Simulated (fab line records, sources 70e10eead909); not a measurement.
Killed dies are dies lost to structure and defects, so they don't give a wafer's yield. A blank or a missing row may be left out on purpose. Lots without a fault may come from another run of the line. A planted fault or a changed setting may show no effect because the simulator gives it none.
fab line records | flow nand_harc | part 1 of 2: steps 1 to 24 of 30
record lots=5 wafers=15 last_day=24
route steps=1159 shown A_STAIRCASE@639
lots that met no fault: from a run of the same line without faults
start_h: hours from the record's first day to the start of the lot's first wafer shown | wait_h: hours since the lot's step before | " the same as in the row above | L1.1+2: a row that stands for several wafers | - no value, or no start given | * or withheld: withheld | < > ~ a bound
route shown NAME@n: a module of which the file shows steps, and the number in the route of the first | usual: mean/standard deviation of fault-free wafers | same: alike in all rows | chamber/n: place in a boat | sites: the reading at each site | _std_site: their standard deviation | _edge_site: outer sites' mean less inner sites' | radius_mm: how far each site lies from the wafer's centre | mask NAME#n: copy n | behind: the tool/chamber that last shaped the wafer | hold: why the lot was held/for how many hours/how that ended | device: the transistor (n, p or np) that didn't switch | end of line: the same wafers' tests at the end of the route | a step without rows: its recipe alone | killed: dies lost to structure and defects at the first sort, not the wafer's yield | map: a wafer's dies, x killed, . not, _ none there
set.NAME: the setting as run; set.NAME@STEP: as run at that earlier step | model.NAME: the simulator's own value behind a step, which no gauge read
lots at some steps of the route; a table a step, a row a wafer
services: from which hour (start_h, from the record's first day; less than 0 if before it) a tool's chamber was out of use, for how many hours, and why
## steps
# step NHARC_A_STAIRCASE_SOFTBAKE_245
# recipe temp_c=135 time_s=170
# usual chill_plate_temp_C=23.02/0.11
# columns lot.wafer tool chamber start_h wait_h chill_plate_temp_C
L075.3 litho_track-02 0 - - 23.07
L075.4 " 0 " " 23.10
L075.6 " 0 " " 22.93
L080.1 litho_track-07 0 - - 22.81
L080.2 " 0 " " 22.86
L080.6 " 0 " " 22.92
L088.2 litho_track-03 0 - - 23.01
L088.5 " 0 " " 23.17
L088.6 " 0 " " 23.25
L091.4 litho_track-07 0 - - 22.96
L091.5 " 0 " " 23.09
L091.6 " 0 " " 22.96
L093.1 litho_track-02 0 - - 23.19
L093.3 " 0 " " 23.07
L093.5 " 0 " " 23.09
# step NHARC_A_STAIRCASE_EBR_246
# usual chill_plate_temp_C=22.98/0.1
# columns lot.wafer tool chamber start_h wait_h chill_plate_temp_C
L075.3 litho_track-02 0 - - 22.95
L075.4 " 0 " " 22.82
L075.6 " 0 " " 22.93
L080.1 litho_track-07 0 - - 22.85
L080.2 " 0 " " 22.91
L080.6 " 0 " " 22.90
L088.2 litho_track-03 0 - - 22.99
L088.5 " 0 " " 22.86
L088.6 " 0 " " 22.95
L091.4 litho_track-07 0 - - 23.11
L091.5 " 0 " " 22.96
L091.6 " 0 " " 23.03
L093.1 litho_track-02 0 - - 23.15
L093.3 " 0 " " 22.94
L093.5 " 0 " " 23.08
# step NHARC_A_STAIRCASE_EXPOSE_247
# recipe na=0.5 dose_mj=25.34 mask_id=SDS_1
# usual focus_offset_nm=0.0/0.52 stage_vel_mm_s=499.96/0.22
# columns lot.wafer tool chamber start_h wait_h mask focus_offset_nm stage_vel_mm_s
L075.3 krf_scanner-01 0 250.55 - SDS_1#0 -0.2 499.70
L075.4 " 0 " " SDS_1#0 -0.3 499.87
L075.6 " 0 " " SDS_1#0 -0.7 499.95
L080.1 krf_scanner-04 0 284.75 - SDS_1#0 -0.7 499.88
L080.2 " 0 " " SDS_1#0 -0.5 500.27
L080.6 " 0 " " SDS_1#0 0.0 499.57
L088.2 krf_scanner-04 0 339.05 - SDS_1#0 -0.5 500.11
L088.5 " 0 " " SDS_1#0 0.3 500.05
L088.6 " 0 " " SDS_1#0 0.8 499.74
L091.4 krf_scanner-04 0 343.63 - SDS_1#0 1.2 500.14
L091.5 " 0 " " SDS_1#0 1.8 500.07
L091.6 " 0 " " SDS_1#0 0.8 500.07
L093.1 krf_scanner-04 0 372.40 - SDS_1#0 -0.2 499.82
L093.3 " 0 " " SDS_1#0 -0.6 499.73
L093.5 " 0 " " SDS_1#0 -0.2 499.57
# step NHARC_A_STAIRCASE_PEB_248
# recipe peb_temp_c=115 peb_time_s=130
# usual chill_plate_temp_C=22.98/0.11
# same peb_time_s=130
# columns lot.wafer tool chamber start_h wait_h chill_plate_temp_C
L075.3 litho_track-03 0 250.60 0.0 22.80
L075.4 " 0 " " 22.95
L075.6 " 0 " " 22.88
L080.1 litho_track-02 0 284.82 0.1 23.06
L080.2 " 0 " " 22.97
L080.6 " 0 " " 22.92
L088.2 litho_track-03 0 339.11 0.1 23.14
L088.5 " 0 " " 23.08
L088.6 " 0 " " 23.26
L091.4 litho_track-03 0 343.68 0.0 22.90
L091.5 " 0 " " 23.07
L091.6 " 0 " " 23.10
L093.1 litho_track-07 0 372.46 0.1 23.06
L093.3 " 0 " " 23.07
L093.5 " 0 " " 23.00
# step NHARC_A_STAIRCASE_DEVELOP_249
# recipe time_s=140
# usual chill_plate_temp_C=23.01/0.12
# columns lot.wafer tool chamber start_h wait_h chill_plate_temp_C
L075.3 litho_track-03 0 - - 22.96
L075.4 " 0 " " 23.04
L075.6 " 0 " " 23.00
L080.1 litho_track-02 0 - - 23.06
L080.2 " 0 " " 22.97
L080.6 " 0 " " 23.14
L088.2 litho_track-03 0 - - 23.03
L088.5 " 0 " " 22.95
L088.6 " 0 " " 23.18
L091.4 litho_track-03 0 - - 23.02
L091.5 " 0 " " 23.01
L091.6 " 0 " " 22.90
L093.1 litho_track-07 0 - - 23.13
L093.3 " 0 " " 23.03
L093.5 " 0 " " 23.05
# step NHARC_A_STAIRCASE_HARDBAKE_251
# recipe temp_c=120 time_s=140
# usual chill_plate_temp_C=23.03/0.11
# columns lot.wafer tool chamber start_h wait_h chill_plate_temp_C
L075.3 litho_track-07 0 250.83 - 22.94
L075.4 " 0 " " 23.09
L075.6 " 0 " " 23.19
L080.1 litho_track-03 0 285.04 - 22.99
L080.2 " 0 " " 22.80
L080.6 " 0 " " 23.02
L088.2 litho_track-07 0 339.33 - 22.95
L088.5 " 0 " " 22.92
L088.6 " 0 " " 22.94
L091.4 litho_track-07 0 343.91 - 22.91
L091.5 " 0 " " 23.03
L091.6 " 0 " " 22.99
L093.1 litho_track-02 0 372.68 - 23.04
L093.3 " 0 " " 22.93
L093.5 " 0 " " 23.02
# step NHARC_A_STAIRCASE_DESCUM_252
# recipe time_s=3 o2_flow_sccm=200 ar_flow_sccm=0 bias_power_w=0 chemistry=O2
# usual drypump_motor_current_A=5.4/0.37 oes_product_au=1.001/0.008 rf_vpp_V=57.9/0.93 showerhead_plenum_p_Torr=1.97/0.073 throttle_valve_pct=11.312/0.01
# columns lot.wafer tool chamber start_h wait_h drypump_motor_current_A oes_product_au rf_hours_counter_h rf_vpp_V showerhead_plenum_p_Torr throttle_valve_pct
L075.3 rie_diel-06 2 250.93 - 5.3 1.007 0 58.9 2.06 11.319
L075.4 " 3 " " 4.8 0.994 0 58.5 2.05 11.305
L075.6 " 2 " " 5.3 1.003 - 59.8 2.06 11.315
L080.2 rie_diel-02 2 285.15 - 5.2 1.000 48 58.4 2.06 11.307
L080.1 " 0 " " 5.8 0.998 49 58.3 1.85 11.310
L080.6 " 2 " " 5.2 1.002 - 58.6 2.06 11.323
L088.2 rie_diel-06 3 339.44 - 4.7 0.986 34 57.5 2.04 11.323
L088.5 " 1 " " 5.2 1.001 - 58.6 1.92 11.305
L088.6 " 2 " " 5.3 1.002 - 58.8 2.04 11.318
L091.4 rie_diel-02 0 343.99 - 5.9 0.993 2 57.5 1.84 11.314
L091.6 " 3 " " 6.1 0.984 - 58.2 1.97 11.310
L091.5 " 0 " " 5.8 0.993 - 57.8 1.84 11.296
L093.1 rie_diel-06 1 372.78 - 5.3 1.004 44 57.3 1.92 11.318
L093.3 " 3 " " 4.7 0.998 45 56.7 2.04 11.322
L093.5 " 0 " " 5.0 1.015 - 59.6 2.01 11.303
# step NHARC_A_STAIRCASE_ETCH_253
# recipe target_depth_a=500 time_s=20.2 ion_energy_ev=400 c4f8_flow_sccm=20 o2_flow_sccm=10 ar_flow_sccm=withheld rf_w=600 bias_w=1000 chemistry=C4F8/O2
# usual oes_product_au=0.955/0.019 rf_vpp_V=900/4.6
# columns lot.wafer tool chamber start_h wait_h oes_product_au rf_hours_counter_h rf_vpp_V
L075.3 rie_diel-06 0 251.01 0.1 0.999 0 903
L075.4 " 1 " " 0.962 0 897
L075.6 " 3 " " 0.968 - 905
L080.1 rie_diel-02 0 285.23 0.1 0.928 49 892
L080.2 " 1 " " 0.932 48 890
L080.6 " 1 " " 0.935 - 890
L088.2 rie_diel-06 1 339.51 0.1 0.966 33 897
L088.6 " 0 " " 0.977 - 904
L088.5 " 1 " " 0.965 - 898
L091.4 rie_diel-02 0 344.08 0.1 0.964 2 892
L091.5 " 3 " " 0.951 - 900
L091.6 " 0 " " 0.976 - 891
L093.1 rie_diel-06 2 372.87 0.1 0.977 44 904
L093.3 " 3 " " 0.967 45 904
L093.5 " 1 " " 0.963 - 897
# step NHARC_A_STAIRCASE_STRIP_254
# recipe power_w=1500 temp_c=250 chemistry=O2
# usual drypump_motor_current_A=5.8/0.44 heater_power_w=303/28
# columns lot.wafer tool chamber start_h wait_h drypump_motor_current_A heater_power_w rf_hours_counter_h
L075.4 plasma_asher-01 0 251.19 - 6.2 276 -
L075.3 " 1 " " 5.2 296 -
L075.6 " 1 " " 5.1 295 -
L080.1 plasma_asher-01 1 285.47 - 5.2 299 0
L080.2 " 0 " " 6.3 283 0
L080.6 " 0 " " 6.3 290 -
L088.2 plasma_asher-01 0 339.61 - 6.3 282 17
L088.5 " 0 " " 6.3 275 -
L088.6 " 1 " " 5.2 306 -
L091.4 plasma_asher-01 0 344.25 - 6.3 276 -
L091.6 " 0 " " 6.3 282 -
L091.5 " 1 " " 5.2 304 -
L093.1 plasma_asher-01 1 373.06 - 5.2 296 33
L093.3 " 1 " " 5.1 308 -
L093.5 " 0 " " 6.3 284 -
# step NHARC_A_STAIRCASE_STRIP_255
# recipe time_s=900 temp_c=130 chemistry=SPM
# usual bath_heat_duty_pct=15.3/1.5
# columns lot.wafer tool chamber start_h wait_h bath_heat_duty_pct
L075.4 wet_bench-05 5 251.45 0.2 12.6
L075.3 " 6 " " 14.2
L075.6 " 0 " " 16.0
L080.2 wet_bench-02 3 285.83 0.3 17.1
L080.1 " 4 " " 13.4
L080.6 " 7 " " 15.5
L088.6 wet_bench-01 2 339.97 0.1 16.8
L088.2 " 4 " " 17.2
L088.5 " 6 " " 13.3
L091.5 wet_bench-01 0 344.51 0.1 14.9
L091.6 " 1 " " 16.2
L091.4 " 4 " " 19.7
L093.3 wet_bench-02 3 373.39 0.2 18.5
L093.5 " 4 " " 14.0
L093.1 " 5 " " 16.6
# step NHARC_A_STAIRCASE_PRECLEAN_256
# recipe time_s=* temp_c=50 bath_age_min=0 chemistry=SC1
# usual bath_heat_duty_pct=7.3/0.85
# columns lot.wafer tool chamber start_h wait_h bath_heat_duty_pct
L075.4 wet_bench-05 5 - - 5.5
L075.3 " 6 " " 5.7
L075.6 " 0 " " 7.7
L080.2 wet_bench-02 3 - - 8.3
L080.1 " 4 " " 6.4
L080.6 " 7 " " 6.5
L088.6 wet_bench-01 2 - - 7.4
L088.2 " 4 " " 8.7
L088.5 " 6 " " 7.4
L091.5 wet_bench-01 0 - - 7.1
L091.6 " 1 " " 6.6
L091.4 " 4 " " 7.7
L093.3 wet_bench-02 3 - - 7.9
L093.5 " 4 " " 6.0
L093.1 " 5 " " 8.4
# step NHARC_A_STAIRCASE_SRD_257
# columns lot.wafer tool chamber start_h wait_h
L075.4+3+6 wet_bench-05 5,6,0 - -
L080.2+1+6 wet_bench-02 3,4,7 - -
L088.6+2+5 wet_bench-01 2,4,6 - -
L091.5+6+4 wet_bench-01 0,1,4 - -
L093.3+5+1 wet_bench-02 3,4,5 - -
# step NHARC_A_STAIRCASE_HM_DEP_456
# recipe target_thk_a=15000 temp_c=400 material=aC
# usual throttle_valve_pct=35.001/0.0083
# columns lot.wafer tool chamber start_h wait_h throttle_valve_pct
L075.3 acl_dep-02 0 252.95 - 35.008
L075.4 " 0 " " 35.014
L075.6 " 0 " " 35.002
L080.1 acl_dep-01 0 286.29 - 34.989
L080.2 " 0 " " 35.005
L080.6 " 0 287.83 - 34.995
L088.2 acl_dep-02 0 340.74 - 34.995
L088.5 " 0 " " 35.015
L088.6 " 0 " " 35.002
L091.4 acl_dep-02 0 345.89 - 35.005
L091.5 " 0 " " 35.010
L091.6 " 0 " " 35.005
L093.1 acl_dep-01 0 375.36 - 34.995
L093.3 " 0 " " 34.996
L093.5 " 0 " " 34.996
# step NHARC_A_STAIRCASE_DEP_259
# recipe target_thk_a=300 target_thk_nm=30 temp_c=400 pressure_torr=3.5 flow_sccm=200 rf_w=350 material=SiON
# usual heater_power_w=793/67
# columns lot.wafer tool chamber start_h wait_h heater_power_w
L075.3 pecvd-04 2 254.18 0.9 848
L075.6 " 0 " " 749
L075.4 " 1 " " 807
L080.2 pecvd-03 1 288.16 1.3 721
L080.1 " 2 " " 851
L080.6 " 2 " " 828
L088.2 pecvd-03 0 342.40 1.3 809
L088.5 " 1 " " 692
L088.6 " 2 " " 797
L091.6 pecvd-04 2 346.91 0.1 813
L091.5 " 0 " " 762
L091.4 " 1 " " 753
L093.1 pecvd-03 0 377.25 1.6 781
L093.3 " 2 " " 779
L093.5 " 1 " " 740
# step NHARC_A_STAIRCASE_DEHYDRATE_281
# recipe temp_c=150 time_s=120
# usual chill_plate_temp_C=22.98/0.12
# columns lot.wafer tool chamber start_h wait_h chill_plate_temp_C
L075.3 litho_track-02 0 254.45 0.2 22.96
L075.4 " 0 " " 23.00
L075.6 " 0 " " 23.02
L080.1 litho_track-03 0 288.43 0.2 23.16
L080.2 " 0 " " 23.08
L080.6 " 0 " " 23.09
L088.2 litho_track-07 0 342.61 0.2 23.10
L088.5 " 0 " " 23.01
L088.6 " 0 " " 23.15
L091.4 litho_track-07 0 347.09 0.1 22.92
L091.5 " 0 " " 22.77
L091.6 " 0 " " 22.76
L093.1 litho_track-07 0 377.52 0.2 22.93
L093.3 " 0 " " 22.98
L093.5 " 0 " " 23.01
# step NHARC_A_STAIRCASE_HMDS_282
# recipe time_s=30
# usual chill_plate_temp_C=23.00/0.1
# columns lot.wafer tool chamber start_h wait_h chill_plate_temp_C
L075.3 litho_track-02 0 - - 22.89
L075.4 " 0 " " 23.18
L075.6 " 0 " " 23.01
L080.1 litho_track-03 0 - - 23.07
L080.2 " 0 " " 22.94
L080.6 " 0 " " 23.10
L088.2 litho_track-07 0 - - 23.01
L088.5 " 0 " " 22.95
L088.6 " 0 " " 22.83
L091.4 litho_track-07 0 - - 23.02
L091.5 " 0 " " 23.10
L091.6 " 0 " " 23.08
L093.1 litho_track-07 0 - - 22.85
L093.3 " 0 " " 22.78
L093.5 " 0 " " 22.96
# step NHARC_A_STAIRCASE_COAT_283
# recipe spin_rpm=1200
# usual chill_plate_temp_C=23.02/0.11
# columns lot.wafer tool chamber start_h wait_h chill_plate_temp_C
L075.3 litho_track-02 0 - - 23.02
L075.4 " 0 " " 22.78
L075.6 " 0 " " 23.12
L080.1 litho_track-03 0 - - 22.94
L080.2 " 0 " " 22.87
L080.6 " 0 " " 22.97
L088.2 litho_track-07 0 - - 22.82
L088.5 " 0 " " 23.02
L088.6 " 0 " " 23.06
L091.4 litho_track-07 0 - - 23.28
L091.5 " 0 " " 23.11
L091.6 " 0 " " 23.22
L093.1 litho_track-07 0 - - 23.06
L093.3 " 0 " " 22.87
L093.5 " 0 " " 23.12
# step NHARC_A_STAIRCASE_SOFTBAKE_284
# recipe temp_c=135 time_s=170
# usual chill_plate_temp_C=23.01/0.11
# columns lot.wafer tool chamber start_h wait_h chill_plate_temp_C
L075.3 litho_track-02 0 - - 23.00
L075.4 " 0 " " 22.99
L075.6 " 0 " " 22.91
L080.1 litho_track-03 0 - - 23.12
L080.2 " 0 " " 23.20
L080.6 " 0 " " 23.14
L088.2 litho_track-07 0 - - 22.87
L088.5 " 0 " " 22.84
L088.6 " 0 " " 22.70
L091.4 litho_track-07 0 - - 22.97
L091.5 " 0 " " 23.00
L091.6 " 0 " " 22.97
L093.1 litho_track-07 0 - - 22.97
L093.3 " 0 " " 22.94
L093.5 " 0 " " 23.02
# step NHARC_A_STAIRCASE_EBR_285
# usual chill_plate_temp_C=23.00/0.11
# columns lot.wafer tool chamber start_h wait_h chill_plate_temp_C
L075.3 litho_track-02 0 - - 23.18
L075.4 " 0 " " 22.95
L075.6 " 0 " " 22.99
L080.1 litho_track-03 0 - - 23.02
L080.2 " 0 " " 22.93
L080.6 " 0 " " 23.07
L088.2 litho_track-07 0 - - 23.17
L088.5 " 0 " " 23.20
L088.6 " 0 " " 23.14
L091.4 litho_track-07 0 - - 23.03
L091.5 " 0 " " 22.97
L091.6 " 0 " " 23.07
L093.1 litho_track-07 0 - - 23.04
L093.3 " 0 " " 22.95
L093.5 " 0 " " 22.99
# step NHARC_A_STAIRCASE_EXPOSE_286
# recipe na=0.5 dose_mj=25.01 mask_id=CHOP_100
# usual focus_offset_nm=-0.1/0.5 stage_vel_mm_s=500.01/0.26
# columns lot.wafer tool chamber start_h wait_h mask focus_offset_nm stage_vel_mm_s
L075.3 krf_scanner-03 0 254.79 - CHOP_100#0 0.8 500.26
L075.4 " 0 " " CHOP_100#0 0.3 499.97
L075.6 " 0 " " CHOP_100#0 0.3 500.10
L080.1 krf_scanner-03 0 288.64 - CHOP_100#0 0.2 499.58
L080.2 " 0 " " CHOP_100#0 0.1 499.43
L080.6 " 0 " " CHOP_100#0 0.1 499.34
L088.2 krf_scanner-04 0 342.95 - CHOP_100#0 0.0 500.56
L088.5 " 0 " " CHOP_100#0 -0.8 500.30
L088.6 " 0 " " CHOP_100#0 0.2 499.81
L091.4 krf_scanner-01 0 347.44 - CHOP_100#0 0.7 500.02
L091.5 " 0 " " CHOP_100#0 0.6 500.11
L091.6 " 0 " " CHOP_100#0 0.2 499.89
L093.1 krf_scanner-01 0 377.85 - CHOP_100#0 0.2 500.30
L093.3 " 0 " " CHOP_100#0 -0.3 500.42
L093.5 " 0 " " CHOP_100#0 -0.3 500.14
# step NHARC_A_STAIRCASE_PEB_287
# recipe peb_temp_c=115 peb_time_s=130
# usual chill_plate_temp_C=23.00/0.11
# same peb_time_s=130
# columns lot.wafer tool chamber start_h wait_h chill_plate_temp_C
L075.3 litho_track-07 0 254.85 0.1 23.00
L075.4 " 0 " " 22.95
L075.6 " 0 " " 23.04
L080.1 litho_track-02 0 288.71 0.1 22.99
L080.2 " 0 " " 22.98
L080.6 " 0 " " 22.81
L088.2 litho_track-03 0 343.01 0.1 23.09
L088.5 " 0 " " 23.02
L088.6 " 0 " " 22.91
L091.4 litho_track-07 0 347.49 0.0 23.09
L091.5 " 0 " " 22.92
L091.6 " 0 " " 23.03
L093.1 litho_track-02 0 377.92 0.1 23.06
L093.3 " 0 " " 22.92
L093.5 " 0 " " 22.99
# step NHARC_A_STAIRCASE_DEVELOP_288
# recipe time_s=140
# usual chill_plate_temp_C=23.00/0.11
# columns lot.wafer tool chamber start_h wait_h chill_plate_temp_C
L075.3 litho_track-07 0 - - 22.96
L075.4 " 0 " " 22.97
L075.6 " 0 " " 22.99
L080.1 litho_track-02 0 - - 23.01
L080.2 " 0 " " 22.93
L080.6 " 0 " " 22.97
L088.2 litho_track-03 0 - - 22.84
L088.5 " 0 " " 22.86
L088.6 " 0 " " 22.91
L091.4 litho_track-07 0 - - 23.24
L091.5 " 0 " " 23.08
L091.6 " 0 " " 23.19
L093.1 litho_track-02 0 - - 22.99
L093.3 " 0 " " 22.97
L093.5 " 0 " " 22.83
# step NHARC_A_STAIRCASE_HARDBAKE_290
# recipe temp_c=120 time_s=140
# usual chill_plate_temp_C=22.99/0.092
# columns lot.wafer tool chamber start_h wait_h chill_plate_temp_C
L075.3 litho_track-07 0 255.07 - 22.95
L075.4 " 0 " " 22.98
L075.6 " 0 " " 23.19
L080.1 litho_track-07 0 288.94 - 23.06
L080.2 " 0 " " 23.00
L080.6 " 0 " " 22.99
L088.2 litho_track-07 0 343.23 - 23.08
L088.5 " 0 " " 23.02
L088.6 " 0 " " 23.02
L091.4 litho_track-03 0 347.73 - 23.11
L091.5 " 0 " " 23.04
L091.6 " 0 " " 23.18
L093.1 litho_track-03 0 378.14 - 22.77
L093.3 " 0 " " 22.96
L093.5 " 0 " " 23.00
# step NHARC_A_STAIRCASE_DESCUM_291
# recipe time_s=3 o2_flow_sccm=200 ar_flow_sccm=0 bias_power_w=0 chemistry=O2
# usual drypump_motor_current_A=5.5/0.37 oes_product_au=1.001/0.0059 rf_vpp_V=57.8/0.89 showerhead_plenum_p_Torr=1.95/0.081 throttle_valve_pct=11.310/0.0084
# columns lot.wafer tool chamber start_h wait_h drypump_motor_current_A oes_product_au rf_hours_counter_h rf_vpp_V showerhead_plenum_p_Torr throttle_valve_pct
L075.3 rie_diel-02 1 255.17 - 5.5 0.990 39 59.2 1.81 11.314
L075.4 " 2 " " 5.2 1.009 39 58.4 2.06 11.304
L075.6 " 0 " " 5.8 0.999 - 58.1 1.85 11.313
L080.1 rie_diel-06 3 289.03 - 4.7 0.988 13 57.4 2.05 11.312
L080.2 " 2 " " 5.3 1.013 14 57.7 2.05 11.314
L080.6 " 3 " " 4.8 0.998 - 57.0 2.05 11.297
L088.2 rie_diel-06 0 343.34 - 5.0 1.006 30 59.1 2.01 11.320
L088.6 " 2 " " 5.3 1.000 - 59.0 2.04 11.323
L088.5 " 3 " " 4.8 0.991 - 58.0 2.04 11.314
L091.4 rie_diel-06 1 347.83 - 5.2 1.011 36 57.6 1.92 11.309
L091.5 " 2 " " 5.3 1.002 - 58.1 2.04 11.315
L091.6 " 3 " " 4.8 0.990 - 57.9 2.04 11.328
L093.3 rie_diel-06 2 378.24 - 5.3 1.006 47 56.3 2.04 11.301
L093.1 " 0 " " 5.0 1.001 43 57.8 2.01 11.314
L093.5 " 2 " " 5.3 1.002 - 58.1 2.04 11.311
